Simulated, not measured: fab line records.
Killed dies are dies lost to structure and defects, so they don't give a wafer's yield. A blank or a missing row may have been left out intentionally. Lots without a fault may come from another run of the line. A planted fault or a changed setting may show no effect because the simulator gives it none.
Which tool did it? :: flow n5 finfet :: 10 lots, 30 wafers sampled, at 6 steps of a route of 1938

WHAT THE GAUGES SHOWED, per wafer
N5_BEOL_M4_OCD_MEAS_38. Usual: trench depth nm reads 55.6 nm (standard deviation 0.7).
lot: L856
measured: day 7 15:49
on: ocd-01
trench depth nm (nm): 54.7 56.2 55.1
flag: 

lot: L863
measured: day 10 01:23
on: ocd-01
trench depth nm (nm): 54.3 55.5 54.6
flag: 

lot: L861
measured: day 10 12:59
on: ocd-02
trench depth nm (nm): 55.6 55.9 55.5
flag: 

lot: L862
measured: day 10 13:22
on: ocd-01
trench depth nm (nm): 55.6 55.8 55.6
flag: 

lot: L864
measured: day 10 22:53
on: ocd-02
trench depth nm (nm): 55.1 55.5 55.2
flag: 

lot: L873
measured: day 12 16:02
on: ocd-01
trench depth nm (nm): 55.9 55.5 55.3
flag: 

lot: L874
measured: day 13 10:55
on: ocd-02
trench depth nm (nm): 55.5 56.0 54.8
flag: 

lot: L875
measured: day 13 15:11
on: ocd-02
trench depth nm (nm): 55.6 53.9 55.0
flag: 

lot: L877
measured: day 14 05:56
on: ocd-02
trench depth nm (nm): 56.4 55.4 55.0
flag: 

lot: L876
measured: day 14 13:13
on: ocd-01
trench depth nm (nm): 55.3 54.7 55.3
flag: 

N5_BEOL_M4_RC_MEAS_101. Usual: DIBL_N 36.2 mV/V, standard deviation 1.2; DIBL_P 36.3 mV/V, standard deviation 1.3; IOFF_N 0.155 nA/um, standard deviation 0.019; IOFF_P 0.210 nA/um, standard deviation 0.029; ION_N 677 uA/um, standard deviation 8.6; ION_P 465 uA/um, standard deviation 6.8; SS_N 71.4 mV/dec, standard deviation 0.48; SS_P 73.2 mV/dec, standard deviation 0.53; VT_N 249.9 mV, standard deviation 2.4; VT_P -250 mV, standard deviation 3.2.
lot: L856
measured: day 7 20:34
on: prober-02
DIBL_N (mV/V): 35.9 35.5 35.7
DIBL_P (mV/V): 36.3 36.4 36.2
IOFF_N (nA/um): 0.161 0.155 0.155
IOFF_P (nA/um): 0.233 0.227 0.229
ION_N (uA/um): 680 690 681
ION_P (uA/um): 471 476 472
SS_N (mV/dec): 71.5 70.4 70.8
SS_P (mV/dec): 73.6 72.9 73.7
VT_N (mV): 247.7 246.8 246.7
VT_P (mV): -247 -247 -248
flag: 

lot: L864
measured: day 11 05:05
on: prober-01
DIBL_N (mV/V): 34.4 36.1 37.6
DIBL_P (mV/V): 33.4 36.1 37.4
IOFF_N (nA/um): 0.117 0.154 0.181
IOFF_P (nA/um): 0.192 0.227 0.253
ION_N (uA/um): 669 680 684
ION_P (uA/um): 470 474 470
SS_N (mV/dec): 70.6 71.4 71.6
SS_P (mV/dec): 72.5 73.4 74.0
VT_N (mV): 253.2 250.9 246.6
VT_P (mV): -245 -247 -247
flag: 

lot: L873
measured: day 12 20:55
on: prober-02
DIBL_N (mV/V): 35.8 35.6 34.0
DIBL_P (mV/V): 36.8 36.4 34.9
IOFF_N (nA/um): 0.170 0.158 0.139
IOFF_P (nA/um): 0.225 0.217 0.197
ION_N (uA/um): 678 681 679
ION_P (uA/um): 472 469 467
SS_N (mV/dec): 71.5 71.2 70.5
SS_P (mV/dec): 73.3 73.2 73.4
VT_N (mV): 245.8 249.6 247.4
VT_P (mV): -248 -248 -249
flag: 

lot: L874
measured: day 13 15:44
on: prober-02
DIBL_N (mV/V): 34.4 35.5 35.8
DIBL_P (mV/V): 35.3 36.5 36.0
IOFF_N (nA/um): 0.122 0.139 0.135
IOFF_P (nA/um): 0.160 0.180 0.172
ION_N (uA/um): 668 681 664
ION_P (uA/um): 457 462 452
SS_N (mV/dec): 70.6 71.3 71.3
SS_P (mV/dec): 72.8 73.1 72.6
VT_N (mV): 253.7 249.6 249.5
VT_P (mV): -255 -254 -251
flag: 

lot: L875
measured: day 13 20:10
on: prober-02
DIBL_N (mV/V): 37.6 37.3 37.2
DIBL_P (mV/V): 36.5 37.1 36.3
IOFF_N (nA/um): 0.155 0.156 0.147
IOFF_P (nA/um): 0.207 0.218 0.203
ION_N (uA/um): 665 680 671
ION_P (uA/um): 457 465 467
SS_N (mV/dec): 71.7 71.6 71.3
SS_P (mV/dec): 72.6 72.3 73.1
VT_N (mV): 250.2 250.3 250.7
VT_P (mV): -250 -249 -249
flag: 

lot: L877
measured: day 14 10:47
on: prober-02
DIBL_N (mV/V): 35.4 36.9 37.4
DIBL_P (mV/V): 33.4 35.5 36.0
IOFF_N (nA/um): 0.128 0.159 0.164
IOFF_P (nA/um): 0.159 0.188 0.199
ION_N (uA/um): 657 673 674
ION_P (uA/um): 451 459 458
SS_N (mV/dec): 70.9 71.7 71.9
SS_P (mV/dec): 72.4 72.8 73.6
VT_N (mV): 252.2 250.4 249.7
VT_P (mV): -254 -251 -252
flag: 

lot: L876
measured: day 14 17:31
on: prober-02
DIBL_N (mV/V): 36.7 36.6 37.7
DIBL_P (mV/V): 36.1 35.9 38.0
IOFF_N (nA/um): 0.170 0.166 0.184
IOFF_P (nA/um): 0.206 0.199 0.240
ION_N (uA/um): 676 676 690
ION_P (uA/um): 466 461 471
SS_N (mV/dec): 71.5 70.6 72.1
SS_P (mV/dec): 73.0 73.5 73.9
VT_N (mV): 247.0 250.3 245.6
VT_P (mV): -251 -252 -249
flag: 

EACH LOT AND THE TOOL THAT RAN IT (in order: tool; ch and the chambers of the sampled wafers; start)
lot: L856
N5_BEOL_M4_CVD_47: cvd co-02 ch 0,2, day 7 17:11
N5_BEOL_M4_SPUTTER_79: pvd sputter-03, day 7 17:47
N5_BEOL_M4_SPUTTER_81: pvd sputter-03, day 7 18:00
N5_BEOL_M4_CMP_52: cmp-01 ch 1,2, day 7 19:49

lot: L863
N5_BEOL_M4_CVD_47: cvd co-02 ch 0,1, day 10 03:25
N5_BEOL_M4_SPUTTER_79: pvd sputter-01, day 10 04:05
N5_BEOL_M4_SPUTTER_81: pvd sputter-01, day 10 04:32
N5_BEOL_M4_CMP_52: cmp-04 ch 0,2,3, day 10 08:11

lot: L861
N5_BEOL_M4_CVD_47: cvd co-02 ch 0,1,2, day 10 13:47
N5_BEOL_M4_SPUTTER_79: pvd sputter-02, day 10 14:12
N5_BEOL_M4_SPUTTER_81: pvd sputter-02, day 10 14:25
N5_BEOL_M4_CMP_52: cmp-02 ch 1,2, day 10 16:16

lot: L862
N5_BEOL_M4_CVD_47: cvd co-01 ch 0,1,2, day 10 14:01
N5_BEOL_M4_SPUTTER_79: pvd sputter-03, day 10 14:26
N5_BEOL_M4_SPUTTER_81: pvd sputter-03, day 10 14:39
N5_BEOL_M4_CMP_52: cmp-01 ch 1,2,3, day 10 16:37

lot: L864
N5_BEOL_M4_CVD_47: cvd co-02 ch 1,2, day 10 23:57
N5_BEOL_M4_SPUTTER_79: pvd sputter-01, day 11 00:39
N5_BEOL_M4_SPUTTER_81: pvd sputter-01, day 11 01:05
N5_BEOL_M4_CMP_52: cmp-02 ch 0,2,3, day 11 04:19

lot: L873
N5_BEOL_M4_CVD_47: cvd co-01 ch 1,2, day 12 17:51
N5_BEOL_M4_SPUTTER_79: pvd sputter-01, day 12 18:15
N5_BEOL_M4_SPUTTER_81: pvd sputter-01, day 12 18:28
N5_BEOL_M4_CMP_52: cmp-04 ch 0,1, day 12 20:18

lot: L874
N5_BEOL_M4_CVD_47: cvd co-02 ch 0,1,2, day 13 12:01
N5_BEOL_M4_SPUTTER_79: pvd sputter-02, day 13 12:59
N5_BEOL_M4_SPUTTER_81: pvd sputter-02, day 13 13:12
N5_BEOL_M4_CMP_52: cmp-01 ch 0,2,3, day 13 15:08

lot: L875
N5_BEOL_M4_CVD_47: cvd co-02 ch 0,1,2, day 13 16:29
N5_BEOL_M4_SPUTTER_79: pvd sputter-02, day 13 17:19
N5_BEOL_M4_SPUTTER_81: pvd sputter-02, day 13 17:32
N5_BEOL_M4_CMP_52: cmp-04 ch 0,2,3, day 13 19:21

lot: L877
N5_BEOL_M4_CVD_47: cvd co-02 ch 0,1,2, day 14 07:22
N5_BEOL_M4_SPUTTER_79: pvd sputter-01, day 14 07:46
N5_BEOL_M4_SPUTTER_81: pvd sputter-01, day 14 07:59
N5_BEOL_M4_CMP_52: cmp-01 ch 0,2, day 14 10:13

lot: L876
N5_BEOL_M4_CVD_47: cvd co-01 ch 0,1,2, day 14 14:04
N5_BEOL_M4_SPUTTER_79: pvd sputter-03, day 14 14:25
N5_BEOL_M4_SPUTTER_81: pvd sputter-03, day 14 14:38
N5_BEOL_M4_CMP_52: cmp-04 ch 0,1, day 14 16:25
- N5_BEOL_M4_CVD_47: deposits Co from CCTBA/H2, target thk 3 nm, time 223.8 s.
- N5_BEOL_M4_SPUTTER_79: material Cu, target thk 4.5 nm, time 8.29 s.
- N5_BEOL_M4_SPUTTER_81: material Cu, target thk 4.5 nm, time 8.29 s.
- N5_BEOL_M4_CMP_52: polishes, stops on SiOC, t overpolish 6.8 s, target thk 40 nm.

AS READ BY THE TOOLS THEMSELVES (means over the sampled wafers that have a number; for cases with no such wafer, the mark the record gives instead)
N5_BEOL_M4_CVD_47. Usual: chamber pressure Torr 30.00 Torr, standard deviation 0.061; run length s 246.9 s, standard deviation 0.38.
lot: L856
tool: cvd co-02
chamber pressure Torr (Torr): 30.00
run length s (s): 247.1
flag: 

lot: L863
tool: cvd co-02
chamber pressure Torr (Torr): -
run length s (s): -
flag: OFF

lot: L861
tool: cvd co-02
chamber pressure Torr (Torr): -
run length s (s): -
flag: OFF

lot: L862
tool: cvd co-01
chamber pressure Torr (Torr): -
run length s (s): -
flag: OFF

lot: L864
tool: cvd co-02
chamber pressure Torr (Torr): 29.95
run length s (s): 247.1
flag: 

lot: L873
tool: cvd co-01
chamber pressure Torr (Torr): 30.00
run length s (s): 246.5
flag: 

lot: L874
tool: cvd co-02
chamber pressure Torr (Torr): 30.01
run length s (s): 247.1
flag: 

lot: L875
tool: cvd co-02
chamber pressure Torr (Torr): 29.94
run length s (s): 246.9
flag: 

lot: L877
tool: cvd co-02
chamber pressure Torr (Torr): 29.99
run length s (s): 247.1
flag: 

lot: L876
tool: cvd co-01
chamber pressure Torr (Torr): 29.96
run length s (s): 246.5
flag: 

N5_BEOL_M4_SPUTTER_79. Usual: chuck gas flow sccm 1.27 sccm, standard deviation 0.051; throttle valve pct 30.4 %, standard deviation 1.2.
lot: L856
tool: pvd sputter-03
chuck gas flow sccm (sccm): 1.29
throttle valve pct (%): 30.5
flag: 

lot: L863
tool: pvd sputter-01
chuck gas flow sccm (sccm): 1.25
throttle valve pct (%): 30.6
flag: 

lot: L861
tool: pvd sputter-02
chuck gas flow sccm (sccm): 1.26
throttle valve pct (%): 30.9
flag: 

lot: L862
tool: pvd sputter-03
chuck gas flow sccm (sccm): 1.28
throttle valve pct (%): 30.3
flag: 

lot: L864
tool: pvd sputter-01
chuck gas flow sccm (sccm): 1.30
throttle valve pct (%): 29.9
flag: 

lot: L873
tool: pvd sputter-01
chuck gas flow sccm (sccm): 1.24
throttle valve pct (%): 29.1
flag: 

lot: L874
tool: pvd sputter-02
chuck gas flow sccm (sccm): 1.25
throttle valve pct (%): 30.2
flag: 

lot: L875
tool: pvd sputter-02
chuck gas flow sccm (sccm): 1.20
throttle valve pct (%): 30.6
flag: 

lot: L877
tool: pvd sputter-01
chuck gas flow sccm (sccm): 1.30
throttle valve pct (%): 29.7
flag: 

lot: L876
tool: pvd sputter-03
chuck gas flow sccm (sccm): 1.25
throttle valve pct (%): 30.5
flag: 

N5_BEOL_M4_SPUTTER_81. Usual: chuck gas flow sccm 1.27 sccm, standard deviation 0.054; throttle valve pct 30.4 %, standard deviation 1.2.
lot: L856
tool: pvd sputter-03
chuck gas flow sccm (sccm): 1.29
throttle valve pct (%): 30.5
flag: 

lot: L863
tool: pvd sputter-01
chuck gas flow sccm (sccm): 1.26
throttle valve pct (%): 30.8
flag: 

lot: L861
tool: pvd sputter-02
chuck gas flow sccm (sccm): 1.18
throttle valve pct (%): 30.9
flag: 

lot: L862
tool: pvd sputter-03
chuck gas flow sccm (sccm): 1.23
throttle valve pct (%): 30.1
flag: 

lot: L864
tool: pvd sputter-01
chuck gas flow sccm (sccm): 1.26
throttle valve pct (%): 29.9
flag: 

lot: L873
tool: pvd sputter-01
chuck gas flow sccm (sccm): 1.28
throttle valve pct (%): 29.0
flag: 

lot: L874
tool: pvd sputter-02
chuck gas flow sccm (sccm): 1.30
throttle valve pct (%): 30.3
flag: 

lot: L875
tool: pvd sputter-02
chuck gas flow sccm (sccm): 1.26
throttle valve pct (%): 30.6
flag: 

lot: L877
tool: pvd sputter-01
chuck gas flow sccm (sccm): 1.30
throttle valve pct (%): 29.8
flag: 

lot: L876
tool: pvd sputter-03
chuck gas flow sccm (sccm): 1.32
throttle valve pct (%): 30.4
flag: 

N5_BEOL_M4_CMP_52. Usual: barrier field endpoint s 24.7 s, standard deviation 0.6; motor current A 6.0 A, standard deviation 0.48.
lot: L856
tool: cmp-01
barrier field endpoint s (s): 24.8
motor current A (A): 6.6
flag: 

lot: L863
tool: cmp-04
barrier field endpoint s (s): 21.7
motor current A (A): 6.0
flag: OFF

lot: L861
tool: cmp-02
barrier field endpoint s (s): 20.6
motor current A (A): 5.8
flag: OFF

lot: L862
tool: cmp-01
barrier field endpoint s (s): 20.9
motor current A (A): 6.0
flag: OFF

lot: L864
tool: cmp-02
barrier field endpoint s (s): 26.0
motor current A (A): 5.3
flag: 

lot: L873
tool: cmp-04
barrier field endpoint s (s): 24.4
motor current A (A): 6.3
flag: 

lot: L874
tool: cmp-01
barrier field endpoint s (s): 24.0
motor current A (A): 6.1
flag: 

lot: L875
tool: cmp-04
barrier field endpoint s (s): 24.9
motor current A (A): 6.0
flag: 

lot: L877
tool: cmp-01
barrier field endpoint s (s): 24.9
motor current A (A): 6.2
flag: 

lot: L876
tool: cmp-04
barrier field endpoint s (s): 24.2
motor current A (A): 6.3
flag: 

THE ANSWER, worked out from the rows above alone
Rule: lot off if the mean of its wafers having a number is beyond 3 standard deviations from the usual mean. Also off: a lot with no number at a reading for which 4 or more lots have one. The other lots that the step has rows for count as sound. The gauges are gone through in route order, then the tools' own readings, and for those a lot's mean is taken as printed above. The first step at which some lot is off is used, and at that step the reading that is off furthest; a lot without a number counts as furthest.
Off at N5_BEOL_M4_CVD_47 (chamber pressure Torr): L863, L861, L862. Without a number there: L863, L861, L862.
A tool fits if, at that step or a process step before it, it ran every lot that is off, and no sound lot after the first of them. No candidate that was tried fits.

WHAT WAS PUT IN BY THE SIMULATOR
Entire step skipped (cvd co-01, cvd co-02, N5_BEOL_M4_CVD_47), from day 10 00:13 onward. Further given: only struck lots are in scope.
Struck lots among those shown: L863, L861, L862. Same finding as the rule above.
